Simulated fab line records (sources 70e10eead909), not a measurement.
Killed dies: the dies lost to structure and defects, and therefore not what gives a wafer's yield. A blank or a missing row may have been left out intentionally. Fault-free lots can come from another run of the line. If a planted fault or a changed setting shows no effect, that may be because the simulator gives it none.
Chamber matching    flow nand-harc    4 sister chambers for NHARC_HYBRID_BOND_ACTIVATE_00 on rie-diel-06
The step chemistry N2, time 60 s. 20 wafers are shown with their chamber, then 10 later ones without.

## WAFERS PAIRED WITH THEIR CHAMBERS
wafer   chamber  showerhead-plenum-p-Torr (Torr)  drypump-motor-current-A (A)  oes-product-au (a.u.)
L813.2  2        1.69                             5.8                          0.998
L813.3  3        1.73                             6.5                          1.002
L813.6  2        1.69                             5.8                          0.997
L815.1  2        1.69                             5.8                          1.003
L815.3  0        1.73                             5.9                          0.973
L815.5  2        1.69                             5.8                          0.996
L822.1  0        1.73                             5.9                          0.995
L822.3  1        1.84                             5.6                          1.005
L822.6  2        1.68                             5.8                          0.983
L825.1  2        1.68                             5.8                          1.010
L825.2  0        1.73                             6.0                          0.976
L825.6  1        1.84                             5.6                          1.007
L826.2  2        1.68                             5.8                          1.006
L826.5  2        1.68                             5.8                          1.018
L826.6  1        1.84                             5.6                          1.005
L828.1  2        1.68                             5.8                          1.004
L828.3  3        1.73                             6.5                          1.014
L828.5  0        1.73                             6.0                          1.004
L831.1  3        1.73                             6.6                          1.001
L831.5  2        1.68                             5.8                          1.007

SIGNATURES (means of the wafers above)
reading                   chamber 0  chamber 1  chamber 2  chamber 3  scatter within a chamber
showerhead-plenum-p-Torr  1.7300     1.8400     1.6840     1.7300     0.00387
drypump-motor-current-A   5.950      5.600      5.800      6.533      0.0323
oes-product-au            0.98700    1.00567    1.00220    1.00567    0.00994
Rule: a wafer's distance from a chamber is the root of the sum, over the readings, of the square of ((its reading less the chamber's mean) divided by the reading's scatter). The wafer belongs to the nearest chamber; if the next one is less than 2 further off, it can't be placed. The scatter: take each reading less its chamber's mean, square it, sum over the shown wafers, divide by the number of wafers less the number of chambers, and take the root.

## WAFERS WITHOUT THEIR CHAMBER
wafer   showerhead-plenum-p-Torr (Torr)  drypump-motor-current-A (A)  oes-product-au (a.u.)
L831.6  1.84                             5.6                          1.016
L833.1  1.73                             6.0                          0.999
L833.3  1.72                             6.5                          0.997
L833.4  1.84                             5.6                          0.994
L835.3  1.73                             6.0                          1.003
L835.4  1.73                             6.6                          1.006
L835.5  1.73                             6.0                          1.001
L834.1  1.68                             5.8                          1.002
L834.2  1.73                             5.9                          1.005
L834.3  1.73                             6.6                          1.000

## CHAMBER TAKEN BY EACH
wafer   from the rows above  in truth
L831.6  1                    1
L833.1  0                    0
L833.3  3                    3
L833.4  1                    1
L835.3  0                    0
L835.4  3                    3
L835.5  0                    0
L834.1  2                    2
L834.2  0                    0
L834.3  3                    3
Correct placement for 10 of the 10. Number that these rows cannot place: 0. Wrongly placed: 0.
